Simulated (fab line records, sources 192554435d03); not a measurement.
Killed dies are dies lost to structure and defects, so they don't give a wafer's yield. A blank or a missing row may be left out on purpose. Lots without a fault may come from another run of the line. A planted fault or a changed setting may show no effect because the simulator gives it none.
fab line records | flow n5_finfet
record lots=6 wafers=18 last_day=17
route steps=1938 shown BEOL_M10@1497 PASSIVATION@1936
lots that met no fault: from a run of the same line without faults
start_h: hours from the record's first day to the start of the lot's first wafer shown | wait_h: hours since the lot's step before | " the same as in the row above | L1.1+2: a row that stands for several wafers | - no value, or no start given | * or withheld: withheld | < > ~ a bound
route shown NAME@n: a module of which the file shows steps, and the number in the route of the first | usual: mean/standard deviation of fault-free wafers | same: alike in all rows | chamber/n: place in a boat | sites: the reading at each site | _std_site: their standard deviation | _edge_site: outer sites' mean less inner sites' | radius_mm: how far each site lies from the wafer's centre | mask NAME#n: copy n | behind: the tool/chamber that last shaped the wafer | hold: why the lot was held/for how many hours/how that ended | device: the transistor (n, p or np) that didn't switch | end of line: the same wafers' tests at the end of the route | a step without rows: its recipe alone | killed: dies lost to structure and defects at the first sort, not the wafer's yield | map: a wafer's dies, x killed, . not, _ none there
set.NAME: the setting as run; set.NAME@STEP: as run at that earlier step | model.NAME: the simulator's own value behind a step, which no gauge read
lots at some steps of the route; a table a step, a row a wafer
services: from which hour (start_h, from the record's first day; less than 0 if before it) a tool's chamber was out of use, for how many hours, and why
## steps
# step N5_BEOL_M10_EBR_24
# recipe solvent=PGMEA ebr_width_mm=1.5
# step N5_BEOL_M10_SOFTBAKE_23
# recipe temp_c=110 time_s=60 resist=CAR-ArF
# step N5_BEOL_M10_EXPOSE_25
# recipe mask_id=V9 na=1.35 source_shape=annular sigma_inner=0.5 sigma_outer=0.8 polarization=unpolarized dose_mj=85.5
# step N5_BEOL_M10_PEB_26
# recipe peb_temp_c=withheld peb_time_s=60 resist=CAR-ArF
# step N5_BEOL_M10_DEVELOP_27
# recipe develop_time_s=30 developer=TMAH resist=CAR-ArF rinse_liquid=diw dry=air_spin dev_temp_c=23
# step N5_BEOL_M10_CD_MEAS_28
# recipe target_cd_nm=70 landing_energy_ev=500 detector=se_inlens polarity=opening
# usual cd_nm=69.7/1.3
# columns lot.wafer tool chamber start_h wait_h cd_nm
L794.1 cd_sem-01 0 250.80 - 70.2
L794.4 " 0 " " 68.5
L794.5 " 0 " " 71.4
L796.1 cd_sem-03 0 267.27 - 68.7
L796.2 " 0 " " 70.2
L796.5 " 0 " " 70.6
L798.1 cd_sem-03 0 272.93 - 71.2
L798.3 " 0 " " 69.5
L798.4 " 0 " " 69.7
L801.3 cd_sem-02 0 299.37 - 69.5
L801.4 " 0 " " 71.1
L801.5 " 0 " " 70.5
L803.1 cd_sem-01 0 309.59 - 68.2
L803.3 " 0 " " 68.5
L803.4 " 0 " " 71.2
L812.1 cd_sem-02 0 360.41 - 71.0
L812.2 " 0 " " 69.3
L812.4 " 0 " " 68.6
# step N5_BEOL_M10_OVL_MEAS_29
# recipe points_per_wafer=44
# usual V9_OVL=0.2/0.67
# columns lot.wafer tool chamber start_h wait_h V9_OVL[nm]
L794.1 overlay-01 0 250.83 0.0 0.8
L794.4 " 0 " " 0.8
L794.5 " 0 " " 0.4
L796.1 overlay-02 0 267.30 0.0 0.2
L796.2 " 0 " " 1.0
L796.5 " 0 " " 0.3
L798.1 overlay-02 0 272.96 0.0 0.0
L798.3 " 0 " " 0.0
L798.4 " 0 " " -1.0
L801.3 overlay-01 0 299.41 0.0 0.0
L801.4 " 0 " " 1.1
L801.5 " 0 " " -1.0
L803.1 overlay-01 0 309.62 0.0 -0.9
L803.3 " 0 " " -0.8
L803.4 " 0 " " -0.4
L812.1 overlay-02 0 360.44 0.0 0.9
L812.2 " 0 " " 0.9
L812.4 " 0 " " 0.1
# step N5_BEOL_M10_INSPECT_30
# recipe mode=adi inspect_instrument=brightfield
# usual raw_defect_count=425/100
# columns lot.wafer tool chamber start_h wait_h raw_defect_count
L794.1 defect_inspect-01 - 250.85 0.0 485
L794.4 " - " " 527
L794.5 " - " " 418
L796.1 defect_inspect-01 - 267.32 0.0 337
L796.2 " - " " 369
L796.5 " - " " 461
L798.1 defect_inspect-02 - 272.98 0.0 412
L798.3 " - " " 355
L798.4 " - " " 337
L801.3 defect_inspect-01 - 299.43 0.0 306
L801.4 " - " " 311
L801.5 " - " " 279
L803.1 defect_inspect-02 - 309.64 0.0 573
L803.3 " - " " 303
L803.4 " - " " 485
L812.1 defect_inspect-02 - 360.46 0.0 263
L812.2 " - " " 197
L812.4 " - " " 226
# step N5_BEOL_M10_DESCUM_33
# recipe chemistry=O2 time_s=7.9 source_power_w=50 bias_power_w=20 pressure_mtorr=20 rf_frequency_hz=2.712e+07 temp_c=40 resist=CAR-ArF o2_flow_sccm=225
# usual drypump_motor_current_A=5.5/0.37 o2_flow_sccm=225.1/0.64 oes_product_au=0.81/0.082 rf_fwd_power_W=49.46/0.23 rf_vpp_V=243.2/1.7 showerhead_plenum_p_Torr=2.09/0.085 temp_c=40.01/0.1 throttle_valve_pct=20.4/0.32
# columns lot.wafer tool chamber start_h wait_h drypump_motor_current_A o2_flow_sccm oes_product_au rf_fwd_power_W rf_hours_counter_h rf_vpp_V showerhead_plenum_p_Torr temp_c throttle_valve_pct
L794.1 rie_diel-05 3 251.22 0.4 5.0 225.8 0.69 49.24 243 244.2 2.14 40.25 20.5
L794.4 " 2 " " 5.7 225.4 0.74 49.40 - 240.4 1.93 40.01 21.0
L794.5 " 3 " " 5.0 225.4 0.69 49.59 - 245.1 2.14 40.14 20.5
L796.1 rie_diel-04 3 267.36 0.0 5.1 225.1 0.85 49.38 35 245.7 2.14 39.90 19.9
L796.2 " 0 " " 6.0 225.7 0.86 49.20 45 244.0 2.12 39.82 20.2
L796.5 " 3 " " 5.1 225.2 0.85 49.36 - 243.2 2.14 39.92 19.9
L798.1 rie_diel-04 3 273.06 0.1 5.0 225.9 0.85 49.28 37 243.4 2.14 40.07 19.9
L798.3 " 1 " " 5.6 224.6 0.95 49.74 26 245.2 2.20 39.97 20.1
L798.4 " 0 " " 6.0 224.4 0.85 49.29 47 244.2 2.12 40.05 20.2
L801.3 rie_diel-05 0 299.66 0.2 4.8 224.0 0.68 49.08 236 242.8 1.95 40.03 20.4
L801.4 " 2 " " 5.7 224.9 0.72 49.48 - 239.9 1.92 39.97 21.0
L801.5 " 0 " " 4.9 223.8 0.68 49.09 - 242.0 1.95 40.10 20.4
L803.1 rie_diel-01 3 309.68 0.0 5.9 225.1 0.69 49.05 239 243.1 2.18 40.13 20.8
L803.3 " 0 " " 6.0 225.8 0.85 49.50 82 241.9 2.00 40.08 20.1
L803.4 " 2 " " 5.4 224.9 0.78 49.62 115 242.7 2.15 40.16 20.7
L812.1 rie_diel-04 3 360.92 0.5 5.1 225.5 0.80 49.57 69 242.3 2.13 40.00 20.0
L812.2 " 0 " " 6.0 225.2 0.81 49.03 76 244.0 2.11 40.22 20.2
L812.4 " 1 " " 5.6 224.9 0.89 49.44 55 246.1 2.19 39.96 20.1
# step N5_BEOL_M10_ETCH_65
# recipe chemistry=CF4 target=SiARC target_depth_a=390 mask_material=CAR-ArF time_s=65 ion_energy_ev=80 pressure_mtorr=40 source_w=545 bias_w=36 Ar_flow_sccm=100 cf4_flow_sccm=100 ends=cleared
# usual drypump_motor_current_A=5.5/0.37 etch_rf_on_time_s=65.9/2.6 oes_product_au=0.69/0.066 rf_fwd_power_W=539.2/2.5 rf_vpp_V=184.0/1.4 showerhead_plenum_p_Torr=2.14/0.081 throttle_valve_pct=15.53/0.28
# columns lot.wafer tool chamber start_h wait_h drypump_motor_current_A etch_rf_on_time_s oes_product_au rf_fwd_power_W rf_hours_counter_h rf_vpp_V showerhead_plenum_p_Torr throttle_valve_pct
L794.1 rie_diel-05 3 251.26 0.0 5.0 61.9 0.59 536.6 243 185.8 2.19 15.80
L794.4 " 2 " " 5.7 64.4 0.65 536.7 - 182.0 1.97 16.01
L794.5 " 3 " " 5.0 62.4 0.59 534.6 - 183.2 2.19 15.79
L796.1 rie_diel-04 3 267.39 0.0 5.1 61.4 0.76 537.7 35 184.3 2.17 15.06
L796.2 " 0 " " 6.0 66.2 0.72 538.7 45 185.1 2.18 15.32
L796.5 " 3 " " 5.1 62.0 0.75 538.6 - 185.2 2.17 15.06
L798.1 rie_diel-04 3 273.10 0.0 5.0 62.8 0.75 541.0 37 184.6 2.17 15.05
L798.3 " 1 " " 5.6 67.1 0.77 541.2 26 184.4 2.27 15.37
L798.4 " 0 " " 6.0 67.6 0.71 538.8 47 183.7 2.18 15.34
L801.3 rie_diel-05 0 299.69 0.0 4.9 63.6 0.58 536.1 236 182.7 2.04 15.92
L801.4 " 2 " " 5.7 65.0 0.63 537.9 - 181.3 1.97 16.06
L801.5 " 0 " " 4.9 63.7 0.59 536.2 - 182.6 2.04 15.94
L803.1 rie_diel-01 3 309.71 0.0 5.9 67.0 0.57 535.3 239 185.2 2.19 15.80
L803.3 " 0 " " 6.0 68.6 0.70 545.0 82 183.6 2.09 15.47
L803.4 " 2 " " 5.4 63.7 0.68 541.4 115 185.4 2.15 15.53
L812.1 rie_diel-04 3 360.96 0.0 5.0 60.3 0.73 537.0 69 184.4 2.16 15.13
L812.2 " 0 " " 6.0 66.5 0.69 539.8 76 186.2 2.17 15.40
L812.4 " 1 " " 5.6 65.9 0.73 539.9 55 185.5 2.26 15.41
# step N5_BEOL_M10_ETCH_66
# recipe chemistry=N2/H2 target=SOC target_depth_a=1200 overetch_a=240 mask_material=SiARC temp_c=40 time_s=180 ion_energy_ev=200 pressure_mtorr=30 source_w=840 bias_w=150 n2_flow_sccm=200 h2_flow_sccm=200
# usual drypump_motor_current_A=5.5/0.37 n2_flow_sccm=200.1/0.61 oes_product_au=0.66/0.062 rf_fwd_power_W=837.3/2.7 rf_vpp_V=524/3.1 showerhead_plenum_p_Torr=2.54/0.1 temp_c=40.00/0.12 throttle_valve_pct=17.75/0.29
# columns lot.wafer tool chamber start_h wait_h drypump_motor_current_A n2_flow_sccm oes_product_au rf_fwd_power_W rf_hours_counter_h rf_vpp_V showerhead_plenum_p_Torr temp_c throttle_valve_pct
L794.1 rie_diel-05 3 251.31 0.0 5.0 199.8 0.55 836.5 243 528 2.60 40.08 17.77
L794.4 " 2 " " 5.7 200.9 0.61 837.2 - 518 2.35 39.91 18.39
L794.5 " 3 " " 5.0 200.7 0.55 833.0 - 526 2.60 39.95 17.78
L796.1 rie_diel-04 3 267.44 0.0 5.0 200.2 0.69 837.0 35 525 2.61 40.01 17.39
L796.2 " 0 " " 6.0 199.6 0.69 832.5 45 526 2.58 39.80 17.51
L796.5 " 3 " " 5.1 199.8 0.69 842.6 - 526 2.61 40.10 17.38
L798.1 rie_diel-04 3 273.15 0.0 5.1 200.4 0.69 837.0 37 524 2.61 39.92 17.38
L798.3 " 1 " " 5.6 201.2 0.74 841.5 26 527 2.72 40.06 17.74
L798.4 " 0 " " 6.1 200.4 0.69 838.7 47 525 2.58 40.03 17.52
L801.3 rie_diel-05 0 299.74 0.0 4.8 200.3 0.55 835.5 236 519 2.42 40.15 18.12
L801.4 " 2 " " 5.7 200.7 0.60 837.4 - 518 2.34 40.08 18.41
L801.5 " 0 " " 4.8 200.7 0.55 833.6 - 518 2.42 40.12 18.14
L803.1 rie_diel-01 3 309.76 0.0 5.9 198.7 0.55 833.3 240 525 2.62 40.01 18.02
L803.3 " 0 " " 6.1 201.0 0.68 839.7 82 523 2.45 39.90 17.59
L803.4 " 2 " " 5.4 199.3 0.64 837.4 115 525 2.54 39.87 17.62
L812.1 rie_diel-04 3 361.01 0.0 5.1 200.0 0.66 835.6 69 526 2.59 40.04 17.47
L812.2 " 0 " " 6.0 200.6 0.66 837.8 76 524 2.57 39.87 17.56
L812.4 " 1 " " 5.6 200.6 0.71 837.9 55 528 2.71 39.89 17.78
# step N5_BEOL_M10_STRIP_69
# recipe chemistry=N2/H2 temp_c=40 n2_flow_sccm=200 h2_flow_sccm=200 rf_frequency_hz=6e+07
# step N5_BEOL_M10_VIA_ETCH_34
# recipe chemistry=C4F6/O2 target=SiCOH_lowk target_depth_a=1845 mask_material=SOC taper_deg=4 time_s=69.2 ion_energy_ev=250 pressure_mtorr=30 source_w=345 bias_w=185 Ar_flow_sccm=300 C4F6_flow_sccm=10 O2_flow_sccm=10
# usual drypump_motor_current_A=5.5/0.37 oes_f_703_au=0.79/0.077 oes_o_777_au=0.80/0.081 oes_product_au=0.81/0.079 rf_fwd_power_W=342.5/1.2 rf_vpp_V=675/24 showerhead_plenum_p_Torr=2.85/0.12 throttle_valve_pct=20.89/0.28
# columns lot.wafer tool chamber start_h wait_h drypump_motor_current_A oes_f_703_au oes_o_777_au oes_product_au rf_fwd_power_W rf_hours_counter_h rf_vpp_V showerhead_plenum_p_Torr throttle_valve_pct model.etch.depth_nm model.SOC_of_BEOL_M10_COAT_63.thk_nm
L794.1 rie_diel-05 3 251.43 0.0 5.0 0.71 0.71 0.68 343.6 243 651 2.89 20.87 185.8 91.8
L794.4 " 2 " " 5.7 0.79 0.80 0.76 341.3 - 653 2.62 21.34 183.3 91.8
L794.5 " 3 " " 5.0 0.72 0.71 0.69 344.1 - 653 2.89 20.86 186.9 92
L796.1 rie_diel-04 3 267.56 0.0 5.0 1.19 1.16 0.92 426.4 35 587 2.89 20.36 209.3 90.8
L796.2 " 0 " " 6.0 1.06 1.02 0.91 423.2 45 613 2.93 20.90 200.5 91.6
L796.5 " 3 " " 5.0 1.18 1.16 0.93 425.5 - 587 2.89 20.37 208.4 90.8
L798.1 rie_diel-04 3 273.27 0.0 5.1 1.18 1.16 0.91 426.9 37 587 2.89 20.36 205.3 91
L798.3 " 1 " " 5.6 1.12 1.09 0.96 424.6 26 597 3.04 20.88 199.4 91.2
L798.4 " 0 " " 6.0 1.05 1.02 0.89 425.9 47 611 2.93 20.91 198.9 91.4
L801.3 rie_diel-05 0 299.87 0.0 4.9 0.67 0.65 0.69 340.3 236 648 2.68 20.99 188.8 92
L801.4 " 2 " " 5.7 0.78 0.78 0.75 342.4 - 655 2.61 21.38 185.5 91.2
L801.5 " 0 " " 4.9 0.68 0.65 0.68 341.0 - 648 2.68 20.99 186.6 92
L803.1 rie_diel-01 3 309.89 0.0 5.9 0.66 0.68 0.67 342.6 240 714 2.92 21.05 181.1 92
L803.3 " 0 " " 6.0 0.77 0.76 0.83 343.4 82 718 2.76 20.72 179.1 92.4
L803.4 " 2 " " 5.4 0.81 0.84 0.79 343.3 115 701 2.87 20.89 186.8 91.6
L812.1 rie_diel-04 3 361.13 0.0 5.0 0.86 0.88 0.83 341.9 70 652 2.88 20.40 190.9 91.4
L812.2 " 0 " " 6.0 0.77 0.77 0.81 341.7 76 683 2.92 20.92 182.4 92.2
L812.4 " 1 " " 5.6 0.83 0.82 0.88 342.4 55 665 3.03 20.92 183 92.2
# step N5_BEOL_M10_STRIP_73
# recipe chemistry=C4F6/O2 resist=SiARC rf_frequency_hz=6e+07
# step N5_PASSIVATION_PROBE_49
# usual defect_limited_yield=91.1/1.6 killed_at_M0_to_M3=35/11 killed_at_M4_up=13/5.4 killed_at_contacts=13/6.5 killed_at_front_end=40/14 killed_at_other=4/3.1 killed_dies=105/18 killed_open=69/14 killed_short=34/7.3 sort_bin_5_function=5.2/0.96 sort_bin_6_memory=3.4/0.77 sort_bin_8_speed=0.02/0.13 sort_n_pass=1075/19 sort_yield_pct=91.1/1.6
# same gross_dies=1180 killed_at_back_side=0 sort_bin_4_leakage[%]=0
# columns lot.wafer tool chamber start_h wait_h defect_limited_yield[%] killed_at_M0_to_M3 killed_at_M4_up killed_at_contacts killed_at_front_end killed_at_other killed_dies killed_open killed_short sort_bin_5_function[%] sort_bin_6_memory[%] sort_bin_8_speed[%] sort_n_pass sort_yield_pct[%]
L794.1 prober-02 - 308.45 0.0 92.5 19 20 13 34 2 88 67 19 4.8 2.3 0 1092 92.5
L794.4 prober-02 - 308.60 0.2 93.2 19 10 14 37 0 80 58 22 4.5 2.2 0 1100 93.2
L794.5 prober-02 - 308.65 0.2 93.4 27 11 7 31 2 78 50 26 4.1 2.5 0 1102 93.4
# killed by level:class
L794.1 MOL_CONTACT_COAG:geometric_particle:open=12 BEOL_M1:geometric_particle:open=9 BEOL_M4:geometric_particle:open=8 DUMMY_GATE:geometric_particle:open=7 STI_FIN_REVEAL:geometric_particle:open=6 FIN_SAQP:geometric_particle:open=4 FIN_SAQP:geometric_particle:short=4 BEOL_M0:geometric_particle:short=4
L794.4 MOL_CONTACT_COAG:geometric_particle:open=12 FIN_SAQP:geometric_particle:open=10 DUMMY_GATE:geometric_particle:open=8 BEOL_M1:geometric_particle:open=5 FIN_SAQP:geometric_particle:short=4 BEOL_M2:geometric_particle:open=4 BEOL_M2:geometric_particle:short=4 STARTING-WAFER:geometric_particle:open=4
L794.5 BEOL_M1:geometric_particle:open=8 DUMMY_GATE:geometric_particle:short=7 STARTING-WAFER:geometric_particle:open=7 DUMMY_GATE:geometric_particle:open=6 MOL_CONTACT_COAG:geometric_particle:open=5 BEOL_M0:geometric_particle:open=4 BEOL_M3:geometric_particle:open=4 BEOL_M0:geometric_particle:short=3
## services
# columns tool chamber start_h hours kind
rie_diel-05 0 245.48 11.8 repair
rie_diel-01 - 259.93 15.6 pm
rie_diel-05 3 266.21 - clean
rie_diel-05 3 266.21 - consumable_replace:focus_ring
rie_diel-05 3 266.21 19.3 scheduled_down
rie_diel-05 3 266.21 19.3 vent_cycle
rie_diel-01 1 286.84 1.3 repair
rie_diel-05 3 295.88 15.1 repair
rie_diel-01 0 311.92 8.4 repair
rie_diel-05 0 314.81 2.2 repair
rie_diel-01 3 337.19 - clean
rie_diel-01 3 337.19 - consumable_replace:focus_ring
rie_diel-01 3 337.19 15.0 scheduled_down
rie_diel-01 3 337.19 15.0 vent_cycle
rie_diel-05 0 342.27 - clean
rie_diel-05 0 342.27 - consumable_replace:focus_ring
rie_diel-05 0 342.27 - consumable_replace:showerhead
rie_diel-05 0 342.27 16.1 scheduled_down
rie_diel-05 0 342.27 16.1 vent_cycle
## key
first_sign step=N5_BEOL_M10_VIA_ETCH_34 reading=rf_fwd_power_W direction=up sigmas=69 usual=* struck=*
effect step=N5_BEOL_M10_VIA_ETCH_34 reading=oes_f_703_au direction=up sigmas=4.4 usual=0.79 struck=1.13
model_effect step=N5_BEOL_M10_VIA_ETCH_34 value=etch.depth_nm without=187.3 struck=203.6
met_at N5_BEOL_M10_VIA_ETCH_34
struck_wafers L796.1,L796.2,L796.5,L798.1,L798.3,L798.4
fault kind=process_parameter_drift tool=rie_diel-04 chamber=- onset_h=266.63 steps=N5_BEOL_M10_VIA_ETCH_34 channel=source_w offset=82.8 shape=step end_h=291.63 acts_in=these_recipes_only stated=345
